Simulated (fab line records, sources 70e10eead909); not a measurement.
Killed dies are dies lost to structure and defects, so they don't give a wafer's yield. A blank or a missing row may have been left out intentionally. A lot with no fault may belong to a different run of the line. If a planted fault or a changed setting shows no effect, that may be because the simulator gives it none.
fab line records	flow nandHarc
[record] lots = 14	wafers = 41	lastDay = 34
route steps=1302 shown A_DECK1_JOINT@527 A_ONON_D2@547 END@1302
lots with no fault: from the same line, run without faults
startH: the number of hours between the record's first day and the start of the first shown wafer of the lot	waitH: hours elapsed since this lot's preceding step	" as in the row above	L1.1+2: several wafers, shown together as one row	- no value, or no start given	* or withheld: withheld	< > ~ a bound
route shown NAME@n: names a module that has steps shown in the file, with the first one's number in the route	usual: average and standard deviation across the fault-free wafers	same: alike in all rows	chamber/n: place in a boat	sites: the reading at each site	_std_site: standard deviation across them	_edge_site: the outer-site mean with the inner-site mean subtracted	radiusMm: for every site, how far away it sits from the centre of the wafer	mask NAME#n: copy n	behind: tool/chamber where the wafer was last shaped	hold: cause of the lot's hold/its duration in hours/its outcome	device: which transistor (n, p or np) failed to switch	end of line: tests run on the same wafers once the route is complete	where a step has no rows: the recipe by itself	killed: dies that structure and defects cost at the first sort, which is not the same as the wafer's yield	map: a wafer's dies, x killed, . not, _ none there
set.NAME: the setting that was run; set.NAME@STEP: the one run at that earlier step	model.NAME: the simulator's own value behind a step, which no gauge read
route steps across a sampled set of lots; one table per step, one row per wafer
services: a tool's chamber out of use, with start hour (startH, from the record's first day; less than 0 if before it), hours out, and reason
[[steps]]
[step NHARC_A_DECK1_JOINT_CMP_13]
[recipe] targetThkNm = 51.023
[usual] motorCurrentA = 11.5/1.5	timeToEndpointS = 8.6/2
lot.wafer	tool	chamber	startH	waitH	motorCurrentA	timeToEndpointS
L888.2	cmp-02	0	253.48	0.4	12.0	6.6
L888.3	"	1	"	"	10.8	9.3
L888.6	"	0	"	"	12.7	4.7
L890.4	cmp-02	0	269.77	0.4	12.6	7.8
L890.2	"	2	"	"	13.8	8.4
L890.3	"	3	"	"	10.7	7.2
L891.4	cmp-01	2	274.40	0.4	8.5	12.3
L891.5	"	3	"	"	13.1	11.9
L891.6	"	0	"	"	11.5	11.5
L892.2	cmp-02	0	284.58	0.4	12.4	5.3
L892.1	"	2	"	"	14.5	5.1
L892.3	"	3	"	"	10.5	4.8
L893.4	cmp-04	3	295.82	0.4	13.0	12.7
L893.3	"	0	"	"	13.4	11.2
L893.1	"	1	"	"	11.4	9.4
L894.2	cmp-04	0	304.70	0.4	13.0	10.0
L894.4	"	1	"	"	11.9	9.2
L894.6	"	1	"	"	12.2	8.3
L895.3	cmp-01	1	319.04	0.4	9.6	7.5
L895.2	"	3	"	"	13.6	6.7
L895.5	"	1	"	"	10.4	10.0
L896.2	cmp-02	2	325.66	0.4	13.8	7.6
L896.1	"	3	"	"	11.3	6.4
L896.5	"	2	"	"	14.3	6.2
L897.4	cmp-01	0	332.85	0.4	11.2	7.3
L897.2	"	1	"	"	10.5	7.7
L897.5	"	3	"	"	13.2	7.6
L901.4	cmp-01	1	378.92	0.4	9.7	9.0
L901.6	"	1	"	"	9.6	9.6
L902.3	cmp-01	3	398.74	0.4	12.8	7.7
L902.4	"	1	"	"	9.4	7.4
L902.6	"	3	"	"	12.8	8.8
L908.4	cmp-01	3	455.42	0.4	13.2	10.2
L908.2	"	0	"	"	11.1	10.0
L908.1	"	1	"	"	9.9	9.1
L910.2	cmp-01	2	473.15	0.4	8.5	6.9
L910.3	"	3	"	"	12.4	7.4
L910.5	"	0	"	"	11.4	7.4
L911.2	cmp-02	1	483.13	0.4	11.3	10.9
L911.1	"	0	"	"	11.9	8.2
L911.5	"	1	"	"	11.3	10.2
[step NHARC_A_DECK1_JOINT_CMP_02]
[recipe] material = SiOx
[usual] motorCurrentA = 11.7/1.6
lot.wafer	tool	chamber	startH	waitH	motorCurrentA
L888.3	cmp-01	3	281.40	0.4	13.0
L888.2	"	0	"	"	11.8
L888.6	"	2	"	"	8.5
L890.2	cmp-02	3	291.82	0.4	11.2
L890.3	"	0	"	"	12.6
L890.4	"	2	"	"	14.8
L891.4	cmp-01	2	294.45	0.4	8.7
L891.6	"	3	"	"	12.4
L891.5	"	0	"	"	10.4
L892.2	cmp-02	2	306.92	0.4	14.2
L892.1	"	3	"	"	10.7
L892.3	"	1	"	"	10.9
L893.3	cmp-02	0	318.08	0.4	12.6
L893.4	"	1	"	"	11.5
L893.1	"	2	"	"	14.1
L894.2	cmp-02	0	328.04	0.4	12.3
L894.4	"	1	"	"	11.2
L894.6	"	2	"	"	13.9
L895.3	cmp-02	1	340.03	0.4	11.8
L895.2	"	2	"	"	14.3
L895.5	"	3	"	"	10.3
L896.2	cmp-02	3	347.17	0.4	10.1
L896.1	"	0	"	"	12.2
L896.5	"	0	"	"	12.6
L897.4	cmp-04	0	354.09	0.4	13.2
L897.2	"	1	"	"	11.8
L897.5	"	0	"	"	13.7
L901.4	cmp-02	0	402.33	0.4	12.4
L901.6	"	0	"	"	12.2
L902.3	cmp-02	1	421.91	0.4	11.2
L902.4	"	2	"	"	15.0
L902.6	"	0	"	"	12.2
L908.2	cmp-02	3	479.34	0.4	10.5
L908.4	"	0	"	"	12.0
L908.1	"	1	"	"	11.1
L910.2	cmp-02	2	498.83	0.4	13.9
L910.3	"	0	"	"	12.3
L910.5	"	1	"	"	11.2
L911.2	cmp-02	2	516.28	0.4	14.1
L911.1	"	1	"	"	11.1
L911.5	"	2	"	"	14.2
[step NHARC_A_ONON_D2_DEP_03]
[recipe] targetThkA = 10000	n2FlowSccm = 2750	n2oFlowSccm = 2000	nh3FlowSccm = 500	sih4FlowSccm = 210	tempC = 400
lot.wafer	tool	chamber	startH	waitH
L888.2+3+6	pecvdOnon-02	0	282.78	0.1
L890.2+3+4	pecvdOnon-03	0	293.21	0.1
L891.4+5+6	pecvdOnon-03	0	295.96	0.2
L892.1+2+3	pecvdOnon-02	0	308.25	0.1
L893.1+3+4	pecvdOnon-03	0	319.39	0.1
L894.2+4+6	pecvdOnon-01	0	329.38	0.1
L895.2+3+5	pecvdOnon-02	0	341.38	0.1
L896.1+2+5	pecvdOnon-03	0	348.51	0.1
L897.2+4+5	pecvdOnon-01	0	355.46	0.1
L901.4+6	pecvdOnon-02	0	403.82	0.2
L902.3+4+6	pecvdOnon-02	0	423.32	0.2
L908.1+2+4	pecvdOnon-03	0	480.70	0.1
L910.2+3+5	pecvdOnon-02	0	500.20	0.1
L911.1+2+5	pecvdOnon-02	0	517.61	0.1
[step NHARC_A_ONON_D2_THK_MEAS_05]
[recipe] thkMeasGauge = ellipsometry
[usual] thkNm = 1000/8.8
lot.wafer	tool	chamber	startH	waitH	thkNm
L888.2	filmMetro-02	-	283.23	-	994
L888.3	"	-	"	"	993
L888.6	"	-	"	"	995
L890.2	filmMetro-02	-	293.67	-	992
L890.3	"	-	"	"	992
L890.4	"	-	"	"	993
L891.4	filmMetro-01	-	296.32	-	998
L891.5	"	-	"	"	998
L891.6	"	-	"	"	997
L892.1	filmMetro-01	-	308.76	-	997
L892.2	"	-	"	"	996
L892.3	"	-	"	"	998
L893.1	filmMetro-01	-	319.90	-	1001
L893.3	"	-	"	"	1002
L893.4	"	-	"	"	1003
L894.2	filmMetro-02	-	329.84	-	1025
L894.4	"	-	"	"	1026
L894.6	"	-	"	"	1027
L895.2	filmMetro-01	-	341.86	-	994
L895.3	"	-	"	"	995
L895.5	"	-	"	"	996
L896.1	filmMetro-02	-	349.03	-	1003
L896.2	"	-	"	"	1001
L896.5	"	-	"	"	1004
L897.2	filmMetro-02	-	355.92	-	986
L897.4	"	-	"	"	986
L897.5	"	-	"	"	988
L901.4	filmMetro-01	-	404.15	-	1861
L901.6	"	-	"	"	1864
L902.3	filmMetro-02	-	423.71	-	1008
L902.4	"	-	"	"	1881
L902.6	"	-	"	"	1879
L908.1	filmMetro-01	-	481.21	-	1004
L908.2	"	-	"	"	1005
L908.4	"	-	"	"	1006
L910.2	filmMetro-01	-	500.65	-	997
L910.3	"	-	"	"	997
L910.5	"	-	"	"	995
L911.1	filmMetro-02	-	518.12	-	984
L911.2	"	-	"	"	986
L911.5	"	-	"	"	983
[step NHARC_END_SORT_01]
[recipe] tempC = 25
[usual] killedAtArray = 58/20	killedAtOther = 0.9/1.4	killedAtPeriphery = 4/3.1	killedDies = 63/20	killedOpen = 3.3/1.8	killedShort = 2.4/1.5
[same] grossDies = 677
lot.wafer	tool	chamber	startH	waitH	killedAtArray	killedAtOther	killedAtPeriphery	killedDies	killedOpen	killedShort
L893.1	prober-02	0	613.91	2.5	56	1	1	58	4	3
L893.3	prober-02	0	615.49	3.1	64	0	1	65	4	6
L893.4	prober-02	0	616.28	3.4	76	0	0	76	0	5
L901.4	prober-01	0	724.94	3.3	671	0	6	677	2	0
L901.6	prober-01	0	726.52	4.0	673	1	3	677	4	4
L902.3	prober-01	0	732.00	3.2	54	0	4	58	2	1
L902.4	prober-01	0	732.81	3.5	674	1	2	677	0	1
L902.6	prober-01	0	734.43	4.1	675	0	2	677	4	3
L911.1	prober-02	0	796.74	2.5	44	2	2	48	4	1
L911.2	prober-02	0	797.54	2.8	54	1	2	57	3	1
L911.5	prober-02	0	799.92	3.7	56	3	2	61	3	5
L908.1	prober-01	0	804.62	2.5	45	0	5	50	4	2
L908.2	prober-01	0	805.42	2.8	31	0	2	33	3	1
L908.4	prober-01	0	807.01	3.4	40	0	9	49	7	2
L910.2	prober-02	0	805.29	2.8	26	2	0	28	4	4
L910.3	prober-02	0	806.10	3.1	40	1	3	44	1	4
L910.5	prober-02	0	807.72	3.7	45	1	2	48	1	1
// killed by level:class
L893.1 A_CHANNEL_HOLE_D2:chamberFilmFlake=30 A_SLIT:chamberFilmFlake=13 A_CONTACT:chamberFilmFlake=3 A_CHANNEL_HOLE_D2:geometricParticle:open=2 A_CHANNEL_HOLE_D1:chamberFilmFlake=2 P_M0:geometricParticle:open=1 A_SOURCE_PLATE:geometricParticle:short=1 A_ONON_D1:geometricParticle:short=1
L893.3 A_CHANNEL_HOLE_D2:chamberFilmFlake=29 A_SLIT:chamberFilmFlake=18 A_CHANNEL_HOLE_D1:chamberFilmFlake=4 A_CHANNEL_FILL_D2:geometricParticle:short=2 A_DECK1_JOINT:chamberFilmFlake=2 A_SOURCE_PLATE:geometricParticle:open=1 A_CHANNEL_FILL_D1:geometricParticle:open=1 A_CHANNEL_FILL_D1:geometricParticle:short=1
L893.4 A_SLIT:chamberFilmFlake=32 A_CHANNEL_HOLE_D2:chamberFilmFlake=30 A_CONTACT:chamberFilmFlake=4 A_ONON_D1:geometricParticle:short=2 A_DECK1_JOINT:geometricParticle:short=2 A_CHANNEL_HOLE_D1:chamberFilmFlake=2 A_BONDPAD:chamberFilmFlake=2 A_M0:geometricParticle:short=1
L901.4 A_ONON_D2:areaDep=609 A_CHANNEL_HOLE_D1:chamberFilmFlake=40 A_CHANNEL_HOLE_D2:chamberFilmFlake=11 A_SLIT:chamberFilmFlake=5 A_STAIRCASE:chamberFilmFlake=5 P_ZERO_WELL:chamberFilmFlake=3 P_BONDPAD:chamberFilmFlake=2 P_CONTACT:geometricParticle:open=1
L901.6 A_ONON_D2:areaDep=599 A_CHANNEL_HOLE_D1:chamberFilmFlake=26 A_CHANNEL_HOLE_D2:chamberFilmFlake=25 A_STAIRCASE:chamberFilmFlake=10 A_SLIT:chamberFilmFlake=3 P_ZERO_WELL:chamberFilmFlake=2 A_CONTACT:chamberFilmFlake=2 P_CONTACT:geometricParticle:open=1
L902.3 A_SLIT:chamberFilmFlake=28 A_CONTACT:chamberFilmFlake=13 A_CHANNEL_HOLE_D1:chamberFilmFlake=10 A_STAIRCASE:chamberFilmFlake=2 P_GATE:geometricParticle:open=1 P_M1:geometricParticle:short=1 A_CHANNEL_FILL_D2:geometricParticle:open=1 P_M2:chamberFilmFlake=1
L902.4 A_ONON_D2:areaDep=637 A_SLIT:chamberFilmFlake=13 A_CHANNEL_HOLE_D1:chamberFilmFlake=7 A_STAIRCASE:chamberFilmFlake=7 A_CONTACT:chamberFilmFlake=5 A_CHANNEL_HOLE_D2:chamberFilmFlake=3 P_CONTACT:geometricParticle:short=1 P_M2:chamberFilmFlake=1
L902.6 A_ONON_D2:areaDep=633 A_CHANNEL_HOLE_D1:chamberFilmFlake=15 A_SLIT:chamberFilmFlake=13 A_STAIRCASE:chamberFilmFlake=6 A_WL_FILL:geometricParticle:open=2 P_GATE:geometricParticle:open=1 P_CONTACT:geometricParticle:open=1 A_DECK1_JOINT:geometricParticle:short=1
L911.1 A_CHANNEL_HOLE_D2:chamberFilmFlake=16 A_SLIT:chamberFilmFlake=11 A_CONTACT:chamberFilmFlake=8 A_CHANNEL_FILL_D1:geometricParticle:open=2 A_M0:chamberFilmFlake=2 THIN_TSV:chamberFilmFlake=2 P_M1:geometricParticle:short=1 A_ONON_D1:geometricParticle:open=1
L911.2 A_CHANNEL_HOLE_D2:chamberFilmFlake=38 A_CONTACT:chamberFilmFlake=5 A_SLIT:chamberFilmFlake=4 P_M0:geometricParticle:open=2 A_M0:chamberFilmFlake=2 A_CHANNEL_FILL_D2:geometricParticle:open=1 STARTING-WAFER:geometricParticle:short=1 A_CHANNEL_HOLE_D1:chamberFilmFlake=1
L911.5 A_CHANNEL_HOLE_D2:chamberFilmFlake=33 A_SLIT:chamberFilmFlake=9 A_CONTACT:chamberFilmFlake=4 THIN_TSV:chamberFilmFlake=3 A_DECK1_JOINT:geometricParticle:short=2 A_M0:chamberFilmFlake=2 P_GATE:geometricParticle:open=1 P_M0:geometricParticle:open=1
L908.1 A_CHANNEL_HOLE_D1:chamberFilmFlake=17 A_SLIT:chamberFilmFlake=9 A_CONTACT:chamberFilmFlake=5 A_STAIRCASE:chamberFilmFlake=4 P_GATE:chamberFilmFlake=3 A_M0:geometricParticle:open=2 A_CHANNEL_FILL_D1:chamberFilmFlake=2 A_DECK1_JOINT:chamberFilmFlake=2
L910.2 A_SLIT:chamberFilmFlake=12 A_CHANNEL_FILL_D1:geometricParticle:short=2 A_WL_FILL:chamberFilmFlake=2 THIN_TSV:chamberFilmFlake=2 A_ONON_D1:geometricParticle:open=1 A_CHANNEL_FILL_D2:geometricParticle:open=1 A_WL_FILL:geometricParticle:short=1 A_CONTACT:geometricParticle:open=1
L908.2 A_CHANNEL_HOLE_D1:chamberFilmFlake=9 A_SLIT:chamberFilmFlake=9 A_STAIRCASE:chamberFilmFlake=6 A_CONTACT:chamberFilmFlake=2 P_CONTACT:geometricParticle:short=1 P_M1:geometricParticle:open=1 A_CHANNEL_FILL_D2:geometricParticle:open=1 A_BLC:geometricParticle:open=1
L910.3 A_SLIT:chamberFilmFlake=28 A_CONTACT:chamberFilmFlake=5 A_WL_FILL:chamberFilmFlake=3 P_STI:chamberFilmFlake=2 P_M0:geometricParticle:short=1 A_ONON_D1:geometricParticle:open=1 A_DECK1_JOINT:geometricParticle:short=1 A_SGD_CUT:geometricParticle:short=1
L908.4 A_CHANNEL_HOLE_D1:chamberFilmFlake=10 A_CONTACT:chamberFilmFlake=8 A_STAIRCASE:chamberFilmFlake=6 A_SLIT:chamberFilmFlake=6 P_GATE:chamberFilmFlake=4 P_CONTACT:geometricParticle:open=2 A_CHANNEL_FILL_D1:geometricParticle:open=2 P_ZERO_WELL:chamberFilmFlake=2
L910.5 A_SLIT:chamberFilmFlake=35 A_CONTACT:chamberFilmFlake=3 P_STI:chamberFilmFlake=2 A_CHANNEL_HOLE_D2:chamberFilmFlake=2 A_WL_FILL:chamberFilmFlake=2 A_DECK1_JOINT:geometricParticle:short=1 A_BLC:geometricParticle:open=1 A_M0:chamberFilmFlake=1
[[services]]
tool	chamber	startH	hours	kind
cmp-01	-	231.52	2.9	repair
pecvdOnon-03	-	232.75	13.0	pm
cmp-02	-	232.94	4.0	pm
cmp-04	-	247.95	2.1	repair
cmp-04	-	264.70	23.1	repair
cmp-01	-	283.77	4.0	pm
pecvdOnon-03	-	304.18	1.9	repair
cmp-04	-	307.04	4.0	pm
cmp-04	-	325.08	20.4	repair
cmp-02	-	330.94	4.0	pm
pecvdOnon-02	-	366.27	13.0	pm
cmp-02	-	367.07	0.8	repair
cmp-01	-	377.09	1.1	repair
cmp-01	-	381.77	4.0	pm
cmp-02	-	384.72	0.3	repair
cmp-01	-	390.48	1.3	repair
pecvdOnon-03	-	413.75	13.0	pm
cmp-02	-	428.94	4.0	pm
cmp-02	-	446.05	2.8	repair
cmp-02	-	472.56	0.4	repair
cmp-01	-	479.77	4.0	pm
cmp-01	-	490.58	1.9	repair
cmp-01	-	493.92	0.9	repair
cmp-01	-	500.02	1.4	repair
[[key]]
[firstSign] step = NHARC_A_ONON_D2_THK_MEAS_05	reading = thkNm	direction = up	sigmas = 99+	usual = 1000	struck = 1871
[effect] step = NHARC_END_SORT_01	reading = killedAtArray	direction = up	sigmas = 32	usual = 58	struck = 673
[moreKillsBornAt] NHARC_A_ONON_D2_DEP_03@pecvdOnon-02 = 2478
metAt NHARC_A_ONON_D2_DEP_03
struckLots L901,L902
struckWafers L901.4,L901.6,L902.4,L902.6
laterRowsLeftOut L901.4,L901.6,L902.4,L902.6
testerLeftOut L901,L902
notActingAt NHARC_A_DECK1_JOINT_CMP_13,NHARC_A_DECK1_JOINT_CMP_02
onsetBetween 341.38 403.82
[fault] kind = processParameterDrift	tool = pecvdOnon-02	chamber = -	onsetH = 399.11	steps = NHARC_A_ONON_D2_DEP_03	channel = targetThkA	offset = *	shape = step	endH = 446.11	scope = struckWafersOnly	actsIn = *	stated = *
// testerLeftOut: of these lots the tester's yield and bins aren't shown, on N5 and GAA mostly nor the transistor test; their killed dies are dies lost to structure and defects alone, not to doping, threshold or leakage, so they don't give the yield
// laterRowsLeftOut: the simulator's readings of these wafers behind a module that went badly wrong aren't trusted and aren't shown, but for the sort
